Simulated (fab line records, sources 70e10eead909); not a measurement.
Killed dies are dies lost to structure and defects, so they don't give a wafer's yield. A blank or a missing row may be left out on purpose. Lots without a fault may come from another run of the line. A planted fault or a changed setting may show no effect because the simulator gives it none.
Which tool did it? | flow nand_harc | 12 lots, 36 wafers sampled, at 6 steps of a route of 1159

WHAT THE GAUGES READ, wafer by wafer
NHARC_A_CONTACT_INSPECT_23. Usual: raw_defect_count 415, standard deviation 120.
lot  | measured     | on                | raw_defect_count | flag
L596 | day 17 19:27 | defect_inspect-01 | 566 315 529      |
L593 | day 17 20:04 | defect_inspect-02 | 387 413 319      |
L594 | day 17 22:50 | defect_inspect-02 | 526 679 446      |
L597 | day 18 16:30 | defect_inspect-01 | 516 413 466      |
L604 | day 21 07:37 | defect_inspect-02 | 2651 2602 2510   | OFF
L605 | day 21 08:21 | defect_inspect-01 | 2483 2502 2540   | OFF
L611 | day 21 22:46 | defect_inspect-01 | 257 256 280      |
L609 | day 22 04:01 | defect_inspect-02 | 657 359 720      |
L613 | day 22 06:13 | defect_inspect-01 | 269 240 251      |
L610 | day 22 12:05 | defect_inspect-02 | 405 334 424      |
L612 | day 22 15:29 | defect_inspect-01 | 236 396 316      |
L614 | day 22 23:50 | defect_inspect-01 | 374 505 555      |

NHARC_A_BLC_OVL_MEAS_11. Usual: overlay_x_nm -0.2 nm, standard deviation 0.85; overlay_y_nm 0.0 nm, standard deviation 0.89.
lot  | measured     | on         | overlay_x_nm (nm) | overlay_y_nm (nm) | flag
L596 | day 17 20:03 | overlay-01 | -1.9 -1.9 -2.1    | 0.6 0.0 0.3       |
L593 | day 17 20:40 | overlay-01 | -0.5 -0.3 -0.6    | 0.9 1.8 1.8       |
L594 | day 17 23:26 | overlay-02 | 0.1 -0.1 0.1      | -0.2 0.6 0.4      |
L597 | day 18 16:58 | overlay-02 | -0.4 0.3 0.2      | -0.5 -0.4 -0.3    |
L611 | day 21 23:22 | overlay-02 | -0.6 -1.3 -1.5    | 0.8 1.2 0.4       |
L609 | day 22 04:37 | overlay-02 | -0.7 -0.3 -1.0    | 2.4 2.6 2.5       |
L613 | day 22 06:49 | overlay-02 | -0.6 -0.5 -1.0    | 0.1 0.0 -0.2      |
L610 | day 22 12:41 | overlay-02 | -1.0 -1.0 -1.1    | -0.6 -0.3 -0.8    |
L612 | day 22 16:05 | overlay-01 | 1.0 1.3 0.8       | -0.5 0.0 -0.3     |
L614 | day 23 00:32 | overlay-01 | -0.1 -0.5 -0.6    | -0.2 0.5 -0.1     |

NHARC_END_SORT_01. Usual: killed_at_array 25, standard deviation 9.8; killed_at_other 0.8, standard deviation 1.1; killed_at_periphery 3.3, standard deviation 2.1; killed_dies 29, standard deviation 10; killed_open 3.3, standard deviation 1.8; killed_short 1.9, standard deviation 1.4.
lot  | measured     | on        | killed_at_array | killed_at_other | killed_at_periphery | killed_dies | killed_open | killed_short | flag
L604 | day 23 20:12 | prober-01 | 671 673 675     | 1 0 0           | 5 4 2               | 677 677 677 | 6 5 4       | 2 3 2        | OFF
L605 | day 23 14:50 | prober-02 | 675 674 677     | 1 0 0           | 1 3 0               | 677 677 677 | 0 4 2       | 2 4 2        | OFF

WHICH TOOL RAN EACH LOT (tool, then ch and the chambers of the sampled wafers, then the start)
lot  | NHARC_A_CONTACT_ETCH_92            | NHARC_A_CONTACT_ETCH_98                       | NHARC_A_CONTACT_CMP_20
L596 | rie_diel-04 ch 2,3, day 17 11:29   | rie_diel-04 ch 0,1,3, day 17 19:03 or earlier | cmp-02 ch 0,3, day 17 19:03
L593 | rie_diel-04 ch 0,3, day 17 13:29   | rie_diel-04 ch 1,2, day 17 19:41 or earlier   | cmp-01 ch 0,3, day 17 19:41
L594 | rie_diel-03 ch 0,1,3, day 17 20:05 | rie_diel-03 ch 1,2, day 17 22:28 or earlier   | cmp-02 ch 1,3, day 17 22:28
L597 | rie_diel-03 ch 0,3, day 18 10:17   | rie_diel-03 ch 0,2,3, day 18 10:26            | cmp-04 ch 1,2,3, day 18 16:07
L604 | rie_diel-11 ch 0,2,3, day 20 19:53 | rie_diel-11 ch 0,2,3, day 21 07:15 or earlier | cmp-04 ch 0,1,2, day 21 07:15
L605 | rie_diel-03 ch 0,2,3, day 21 00:29 | rie_diel-03 ch 0,1,3, day 21 07:57 or earlier | cmp-02 ch 0,3, day 21 07:57
L611 | rie_diel-03 ch 0,1,2, day 21 19:26 | rie_diel-03 ch 1,2,3, day 21 22:22 or earlier | cmp-04 ch 0,1,3, day 21 22:22
L609 | rie_diel-03 ch 1,2, day 22 01:13   | rie_diel-03 ch 0,1,3, day 22 03:38 or earlier | cmp-01 ch 0,2, day 22 03:38
L613 | rie_diel-03 ch 0,3, day 22 03:16   | rie_diel-03 ch 1,2,3, day 22 05:49 or earlier | cmp-04 ch 0,1,2, day 22 05:49
L610 | rie_diel-11 ch 0,1,2, day 22 09:15 | rie_diel-11 ch 0,1,2, day 22 11:43 or earlier | cmp-04 ch 0,2,3, day 22 11:43
L612 | rie_diel-04 ch 1,2,3, day 22 11:44 | rie_diel-04 ch 1,3, day 22 15:06 or earlier   | cmp-02 ch 1,3, day 22 15:06
L614 | rie_diel-03 ch 2,3, day 22 18:47   | rie_diel-03 ch 0,2,3, day 22 23:26 or earlier | cmp-02 ch 0,2, day 22 23:26
- NHARC_A_CONTACT_ETCH_92: etches the open film in CH3F/O2, target depth 40 nm, time 85.7 s.
- NHARC_A_CONTACT_ETCH_98: etches the open film in C4F6/O2, target depth 20 nm, time 10 s.
- NHARC_A_CONTACT_CMP_20: polishes, t overpolish 30 s, target thk 300 nm.

WHAT THE TOOLS THEMSELVES READ (means of the sampled wafers that have a number; where no wafer has one, the mark that the record gives instead)
NHARC_A_CONTACT_ETCH_92. Usual: drypump_motor_current_A 5.7 A, standard deviation 0.37; oes_product_au 0.95 a.u., standard deviation 0.034; rf_vpp_V 244.7 V, standard deviation 1.4; showerhead_plenum_p_Torr 2.48 Torr, standard deviation 0.088; throttle_valve_pct 20.662 %, standard deviation 0.0095.
lot  | tool        | drypump_motor_current_A (A) | oes_product_au (a.u.) | rf_vpp_V (V) | showerhead_plenum_p_Torr (Torr) | throttle_valve_pct (%) | flag
L596 | rie_diel-04 | 6.0                         | 0.93                  | 245.1        | 2.43                            | 20.663                 |
L593 | rie_diel-04 | 6.0                         | 0.94                  | 245.6        | 2.49                            | 20.678                 |
L594 | rie_diel-03 | 5.8                         | 1.00                  | 244.7        | 2.49                            | 20.658                 |
L597 | rie_diel-03 | 6.0                         | 0.92                  | 244.9        | 2.46                            | 20.662                 |
L604 | rie_diel-11 | 5.8                         | 0.93                  | 244.8        | 2.51                            | 20.662                 |
L605 | rie_diel-03 | 5.7                         | 0.99                  | 244.8        | 2.46                            | 20.664                 |
L611 | rie_diel-03 | 5.5                         | 0.92                  | 244.4        | 2.49                            | 20.657                 |
L609 | rie_diel-03 | 5.5                         | 0.92                  | 246.0        | 2.59                            | 20.664                 |
L613 | rie_diel-03 | 5.7                         | 0.93                  | 243.7        | 2.38                            | 20.663                 |
L610 | rie_diel-11 | 5.6                         | 0.93                  | 245.5        | 2.50                            | 20.673                 |
L612 | rie_diel-04 | 5.6                         | 0.92                  | 243.0        | 2.41                            | 20.664                 |
L614 | rie_diel-03 | 5.7                         | 0.91                  | 246.2        | 2.53                            | 20.667                 |

NHARC_A_CONTACT_ETCH_98. Usual: drypump_motor_current_A 5.7 A, standard deviation 0.38; oes_product_au 0.970 a.u., standard deviation 0.022; rf_vpp_V 547.3 V, standard deviation 2.7; showerhead_plenum_p_Torr 3.95 Torr, standard deviation 0.13; throttle_valve_pct 26.904 %, standard deviation 0.0087.
lot  | tool        | drypump_motor_current_A (A) | oes_product_au (a.u.) | rf_vpp_V (V) | showerhead_plenum_p_Torr (Torr) | throttle_valve_pct (%) | flag
L596 | rie_diel-04 | 5.7                         | 0.945                 | 547.3        | 3.93                            | 26.903                 |
L593 | rie_diel-04 | 5.2                         | 0.975                 | 544.3        | 3.84                            | 26.908                 |
L594 | rie_diel-03 | 5.5                         | 0.999                 | 550.4        | 4.12                            | 26.900                 |
L597 | rie_diel-03 | 5.7                         | 0.952                 | 547.2        | 3.93                            | 26.898                 |
L604 | rie_diel-11 | 5.8                         | 0.962                 | 547.9        | 3.99                            | 26.902                 |
L605 | rie_diel-03 | 5.7                         | 1.000                 | 548.5        | 3.96                            | 26.898                 |
L611 | rie_diel-03 | 5.8                         | 0.939                 | 549.9        | 4.07                            | 26.903                 |
L609 | rie_diel-03 | 5.8                         | 0.961                 | 547.5        | 3.96                            | 26.906                 |
L613 | rie_diel-03 | 5.8                         | 0.961                 | 550.1        | 4.07                            | 26.901                 |
L610 | rie_diel-11 | 5.6                         | 0.961                 | 547.5        | 3.99                            | 26.908                 |
L612 | rie_diel-04 | 5.8                         | 0.962                 | 545.9        | 3.88                            | 26.903                 |
L614 | rie_diel-03 | 5.7                         | 0.935                 | 546.5        | 3.92                            | 26.903                 |

NHARC_A_CONTACT_CMP_20. Usual: edge_zone_pressure_frac 1.000, standard deviation 0.0055; motor_current_A 12.1 A, standard deviation 1.3; overpolish_run_s 30.000 s, standard deviation 0.0085; time_to_endpoint_s 59.6 s, standard deviation 2.4.
lot  | tool   | edge_zone_pressure_frac | motor_current_A (A) | overpolish_run_s (s) | time_to_endpoint_s (s) | flag
L596 | cmp-02 | 1.002                   | 12.3                | 30.006               | 62.5                   |
L593 | cmp-01 | 0.998                   | 10.7                | 29.998               | 59.2                   |
L594 | cmp-02 | 1.006                   | 12.3                | 30.007               | 64.5                   |
L597 | cmp-04 | 0.996                   | 11.7                | 29.995               | 59.9                   |
L604 | cmp-04 | -                       | -                   | -                    | -                      | OFF
L605 | cmp-02 | -                       | -                   | -                    | -                      | OFF
L611 | cmp-04 | 1.004                   | 12.0                | 29.998               | 62.7                   |
L609 | cmp-01 | 1.002                   | 10.8                | 30.005               | 58.9                   |
L613 | cmp-04 | 0.999                   | 11.3                | 29.998               | 58.9                   |
L610 | cmp-04 | 0.997                   | 12.0                | 29.999               | 61.1                   |
L612 | cmp-02 | 0.991                   | 13.9                | 30.007               | 60.0                   |
L614 | cmp-02 | 0.999                   | 12.9                | 30.001               | 62.6                   |

THE ANSWER, worked out from the rows above alone
Rule: a lot is off if the mean of its wafers that have a number lies more than 3 standard deviations from the usual mean. A lot without any number at a reading at which 4 lots or more have one is off too. The other lots that the step has rows for count as sound. The gauges are gone through in route order, then the tools' own readings, and for those a lot's mean is taken as printed above. The first step at which some lot is off is used, and at that step the reading that is off furthest; a lot without a number counts as furthest.
Off: L604, L605, at NHARC_A_CONTACT_INSPECT_23 (raw_defect_count).
A tool fits if, at a process step before that reading, it ran every lot that is off, and no sound lot after the first of them. The gauges at NHARC_A_CONTACT_INSPECT_23 aren't tried: what is off there is off at NHARC_END_SORT_01 too, on other tools, and a gauge's error can't cause that. NHARC_A_CONTACT_ETCH_98 gives no start for some lots, so the hours and the order of its lots are those of NHARC_A_CONTACT_CMP_20. None of those tried fits.

WHAT THE SIMULATOR HAD PUT IN
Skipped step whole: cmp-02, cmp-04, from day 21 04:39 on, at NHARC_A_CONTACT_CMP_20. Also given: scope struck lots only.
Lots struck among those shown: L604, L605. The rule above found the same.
